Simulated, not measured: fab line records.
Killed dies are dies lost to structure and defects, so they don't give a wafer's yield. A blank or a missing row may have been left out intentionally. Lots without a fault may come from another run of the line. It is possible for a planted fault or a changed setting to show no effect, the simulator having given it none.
fab line records	flow n5-finfet	part 2 of 2: steps 5 to 6 of 6
[record] lots = 19	wafers = 57	last-day = 19
route steps=1938 shown FIN_SAQP@115 FIN_CUT@168
lots untouched by any fault: they come from a run of this same line in which no faults occurred
start-h: hours from the record's first day to the start of the lot's first wafer shown	wait-h: hours elapsed since this lot's preceding step	" unchanged from the row above	L1.1+2: several wafers, shown together as one row	- value missing, or start not given	* or withheld: withheld	< > ~ a bound
route shown NAME@n: names a module that has steps shown in the file, with the first one's number in the route	usual: mean/standard deviation taken from wafers without a fault	same: alike in all rows	chamber/n: place in a boat	sites: the reading at each site	_std_site: the values' standard deviation	_edge_site: mean of outer sites minus mean of inner sites	radius-mm: for every site, how far away it sits from the centre of the wafer	mask NAME#n: copy n	behind: the tool/chamber that last shaped the wafer	hold: why the lot was held/for how many hours/how that ended	device: names the non-switching transistor (n, p or np)	end of line: tests of these same wafers at the route's end	for a step that has no rows: nothing shown but its recipe	killed: not the wafer's yield, but the dies lost to structure and defects at the first sort	map: shows each die of a wafer: x if killed, . if not, _ if none is there
set.NAME: the setting that was run; set.NAME@STEP: the one run at that earlier step	model.NAME: the simulator's own value behind a step, which no gauge read
the route's steps for a sample of lots (tables are steps, rows are wafers)
services: from which hour (start-h, from the record's first day; less than 0 if before it) a tool's chamber was out of use, for how many hours, and why
[[steps]]
[step N5_FIN_SAQP_ETCH_64]
[recipe] chemistry = CF4	target = SiO2	target-depth-a = 15	ion-energy-ev = 350	pressure-mtorr = 10	icp-w = 800	bias-w = 400	cf4-flow-sccm = 80
[usual] drypump-motor-current-A = 5.8/0.41	oes-product-au = 1.000/0.013	throttle-valve-pct = 21.78/0.25
lot.wafer	tool	chamber	start-h	wait-h	drypump-motor-current-A	oes-product-au	rf-hours-counter-h	throttle-valve-pct
L074.1	rie-si-06	1	27.05	0.0	5.2	1.013	55	21.88
L074.2	"	0	"	"	5.6	0.998	110	21.49
L074.6	"	3	"	"	6.4	1.040	-	21.76
L075.2	rie-si-06	1	32.33	0.0	5.2	0.997	55	21.86
L075.3	"	3	"	"	6.4	1.036	98	21.77
L075.5	"	3	"	"	6.4	1.026	-	21.74
L076.1	rie-si-05	2	38.35	0.0	6.4	1.009	17	21.28
L076.4	"	3	"	"	6.1	0.982	113	21.63
L076.5	"	3	"	"	6.1	0.979	-	21.62
L077.2	rie-si-06	2	44.61	0.1	5.7	0.972	87	21.64
L077.3	"	0	"	"	5.6	0.999	110	21.47
L077.4	"	3	"	"	6.4	1.036	99	21.74
L078.2	rie-si-05	2	51.32	0.0	6.4	1.012	17	21.27
L078.5	"	3	"	"	6.1	0.983	-	21.60
L078.6	"	0	"	"	6.1	1.011	-	22.05
L079.1	rie-si-01	1	57.45	0.0	5.8	0.995	119	21.96
L079.3	"	2	"	"	5.9	1.010	195	21.75
L079.5	"	3	"	"	5.1	1.000	-	22.03
L080.4	rie-si-05	1	62.07	0.0	5.6	1.009	6	22.01
L080.5	"	3	"	"	6.1	0.975	-	21.63
L080.6	"	0	"	"	6.1	1.004	-	22.04
L082.2	rie-si-01	3	74.23	0.0	5.0	0.997	39	22.03
L082.3	"	0	"	"	5.3	0.986	121	21.74
L082.5	"	2	"	"	5.9	1.002	-	21.75
L083.2	rie-si-05	0	80.66	0.0	6.1	1.009	22	22.03
L083.3	"	3	"	"	6.0	0.984	114	21.63
L083.5	"	1	"	"	5.6	1.013	-	22.02
L084.3	rie-si-05	0	88.86	0.0	6.1	1.004	22	22.03
L084.4	"	3	"	"	6.1	0.973	114	21.64
L084.5	"	2	"	"	6.4	1.001	-	21.26
L085.1	rie-si-01	0	94.05	0.0	5.3	0.982	121	21.74
L085.2	"	1	"	"	5.7	0.981	120	21.98
L085.5	"	1	"	"	5.8	0.995	-	21.97
L086.1	rie-si-01	0	101.10	0.0	5.3	0.989	121	21.75
L086.3	"	3	"	"	5.0	0.997	40	22.02
L086.4	"	2	"	"	5.9	1.009	195	21.75
L087.1	rie-si-01	0	105.53	0.0	5.4	0.976	121	21.73
L087.4	"	3	"	"	5.0	0.988	40	22.02
L087.6	"	2	"	"	5.9	1.005	-	21.75
L090.1	rie-si-05	3	123.23	0.0	6.0	0.998	115	21.62
L090.2	"	0	"	"	6.1	1.001	23	22.05
L090.3	"	2	"	"	6.4	1.005	19	21.26
L091.3	rie-si-05	0	128.58	0.0	6.1	1.013	23	22.04
L091.4	"	1	"	"	5.6	1.005	8	22.02
L091.5	"	0	"	"	6.1	1.014	-	22.04
L093.1	rie-si-05	0	140.25	0.0	6.1	0.996	23	22.04
L093.4	"	3	"	"	6.1	0.973	115	21.63
L093.5	"	0	"	"	6.1	0.994	-	22.04
L094.3	rie-si-05	2	146.86	0.0	6.4	1.002	19	21.27
L094.4	"	0	"	"	6.1	1.007	23	22.06
L094.6	"	3	"	"	6.0	0.986	-	21.62
L095.2	rie-si-06	2	153.03	0.0	5.7	0.990	89	21.63
L095.3	"	1	"	"	5.2	1.007	57	21.89
L095.5	"	0	"	"	5.6	1.013	-	21.48
L096.2	rie-si-05	0	158.61	0.0	6.1	1.010	23	22.03
L096.3	"	1	"	"	5.6	1.004	8	22.03
L096.5	"	3	"	"	6.0	0.980	-	21.64
[step N5_FIN_CUT_ETCH_20]
[recipe] chemistry = CF4	target = SiARC	target-depth-a = 260	mask-material = CAR-EUV	time-s = 43.3	ion-energy-ev = 80	pressure-mtorr = 40	source-w = 545	bias-w = 36	Ar_flow_sccm = 100	cf4-flow-sccm = 100	ends = cleared
[usual] drypump-motor-current-A = 5.5/0.51	etch-rf-on-time-s = 43.3/0.73	oes-product-au = 0.66/0.068	rf-vpp-V = 184.3/1.2	showerhead-plenum-p-Torr = 2.16/0.072	throttle-valve-pct = 15.60/0.21
lot.wafer	tool	chamber	start-h	wait-h	drypump-motor-current-A	etch-rf-on-time-s	oes-product-au	rf-hours-counter-h	rf-vpp-V	showerhead-plenum-p-Torr	throttle-valve-pct
L074.1	rie-diel-06	3	27.93	0.0	5.4	44.4	0.59	250	182.3	2.03	15.61
L074.2	"	1	"	"	5.0	44.5	0.62	181	182.8	2.05	15.85
L074.6	"	1	"	"	5.1	44.3	0.62	-	181.4	2.05	15.84
L075.2	rie-diel-02	3	33.08	0.0	5.9	42.1	0.68	98	185.3	2.16	15.31
L075.3	"	1	"	"	5.0	42.9	0.63	183	185.3	2.21	15.66
L075.5	"	0	"	"	4.7	43.4	0.60	-	185.0	2.21	15.81
L076.1	rie-diel-02	2	39.22	0.0	5.7	43.9	0.66	125	184.4	2.23	15.42
L076.4	"	3	"	"	5.9	43.2	0.67	99	184.2	2.16	15.30
L076.5	"	0	"	"	4.7	44.7	0.59	-	184.8	2.21	15.83
L077.2	rie-diel-02	1	45.36	0.0	5.1	43.4	0.64	187	184.8	2.21	15.64
L077.3	"	3	"	"	5.9	42.6	0.66	101	182.9	2.16	15.30
L077.4	"	2	"	"	5.7	43.0	0.66	127	184.8	2.23	15.42
L078.2	rie-diel-06	3	52.08	0.0	5.4	42.2	0.85	0	186.2	2.28	15.11
L078.5	"	1	"	"	5.1	43.9	0.62	-	182.7	2.04	15.85
L078.6	"	0	"	"	5.9	42.5	0.59	-	183.0	2.11	15.98
L079.1	rie-diel-03	2	58.33	0.0	6.3	42.7	0.63	189	185.7	2.21	15.78
L079.3	"	3	"	"	5.9	43.5	0.65	135	183.8	2.15	15.62
L079.5	"	3	"	"	5.9	44.0	0.66	-	184.6	2.15	15.62
L080.4	rie-diel-03	2	62.82	0.0	6.4	42.5	0.63	191	185.5	2.21	15.78
L080.5	"	1	"	"	5.6	42.5	0.85	-	184.7	2.19	15.42
L080.6	"	2	"	"	6.3	42.6	0.63	-	185.7	2.21	15.79
L082.2	rie-diel-02	3	75.15	0.0	5.9	43.2	0.66	110	184.3	2.16	15.34
L082.3	"	2	"	"	5.6	44.3	0.64	136	184.4	2.23	15.44
L082.5	"	1	"	"	5.0	43.6	0.62	-	186.4	2.21	15.66
L083.2	rie-diel-02	0	81.45	0.0	4.7	44.0	0.59	219	184.3	2.21	15.83
L083.3	"	1	"	"	5.1	42.8	0.62	197	184.9	2.21	15.67
L083.5	"	1	"	"	5.0	43.0	0.63	-	184.8	2.21	15.67
L084.3	rie-diel-02	3	90.01	0.0	5.9	42.4	0.67	114	184.4	2.16	15.35
L084.4	"	1	"	"	5.1	43.2	0.63	199	184.1	2.21	15.68
L084.5	"	0	"	"	4.7	44.4	0.59	-	184.5	2.21	15.84
L085.1	rie-diel-02	0	94.80	0.0	4.7	44.1	0.60	223	185.0	2.21	15.86
L085.2	"	2	"	"	5.6	43.1	0.65	142	185.0	2.23	15.47
L085.5	"	1	"	"	5.0	43.0	0.62	-	185.3	2.21	15.65
L086.1	rie-diel-02	1	101.98	0.0	5.1	43.1	0.62	204	184.5	2.21	15.68
L086.3	"	3	"	"	5.9	42.7	0.65	117	183.3	2.15	15.33
L086.4	"	0	"	"	4.7	44.2	0.58	225	184.5	2.20	15.85
L087.1	rie-diel-02	0	106.48	0.0	4.7	44.2	0.59	227	184.6	2.20	15.86
L087.4	"	3	"	"	5.9	42.4	0.65	119	182.4	2.15	15.36
L087.6	"	1	"	"	5.1	43.1	0.62	-	184.5	2.21	15.67
L090.1	rie-diel-06	3	123.99	0.0	5.4	43.0	0.78	21	186.7	2.27	15.15
L090.2	"	0	"	"	5.9	42.1	0.84	9	183.3	2.10	15.48
L090.3	"	2	"	"	6.2	42.6	0.70	103	182.1	1.99	15.48
L091.3	rie-diel-06	2	129.33	0.0	6.2	42.2	0.70	105	183.8	1.99	15.48
L091.4	"	0	"	"	5.9	41.6	0.83	11	183.3	2.10	15.47
L091.5	"	1	"	"	5.1	43.8	0.61	-	181.3	2.04	15.89
L093.1	rie-diel-02	0	140.99	0.0	4.7	44.6	0.58	239	184.0	2.20	15.89
L093.4	"	3	"	"	5.9	43.2	0.64	130	183.8	2.15	15.37
L093.5	"	3	"	"	5.9	43.2	0.64	-	184.8	2.15	15.38
L094.3	rie-diel-03	0	147.75	0.0	5.5	43.2	0.67	121	184.3	2.15	15.61
L094.4	"	2	"	"	6.3	42.2	0.62	215	184.3	2.20	15.84
L094.6	"	2	"	"	6.3	42.4	0.61	-	184.6	2.20	15.85
L095.2	rie-diel-06	2	153.78	0.0	6.2	42.4	0.68	112	181.3	1.99	15.50
L095.3	"	3	"	"	5.4	43.0	0.77	31	185.1	2.27	15.18
L095.5	"	2	"	"	6.2	42.6	0.69	-	182.8	1.99	15.49
L096.2	rie-diel-03	3	159.89	0.0	5.9	43.8	0.64	167	183.0	2.14	15.68
L096.3	"	2	"	"	6.4	43.2	0.60	219	183.4	2.20	15.85
L096.5	"	0	"	"	5.5	44.6	0.64	-	184.3	2.15	15.62
[[services]]
tool	chamber	start-h	hours	kind
rie-si-05	2	3.31	2.9	repair
rie-diel-03	1	15.32	10.0	repair
rie-diel-01	0	19.27	7.2	repair
rie-diel-06	3	29.28	-	clean
rie-diel-06	3	29.28	-	consumable-replace:focus-ring
rie-diel-06	3	29.28	-	consumable-replace:showerhead
rie-diel-06	3	29.28	20.4	scheduled-down
rie-diel-05	0	32.29	3.4	repair
rie-si-06	-	33.38	2.8	pm
rie-diel-03	0	33.72	4.2	repair
rie-diel-06	1	40.80	2.8	repair
rie-si-06	3	59.87	8.1	repair
rie-diel-06	0	60.37	12.3	repair
rie-diel-01	3	79.02	4.8	repair
rie-si-06	-	80.65	14.6	pm
rie-diel-06	1	87.89	3.7	repair
rie-diel-01	2	95.07	1.2	repair
rie-si-06	3	97.23	7.1	repair
rie-diel-03	1	98.65	2.6	repair
rie-diel-04	1	104.65	18.0	repair
rie-diel-03	1	111.75	7.1	repair
rie-diel-03	0	112.81	4.5	repair
rie-si-01	0	142.98	1.6	repair
rie-si-01	0	149.64	1.7	repair
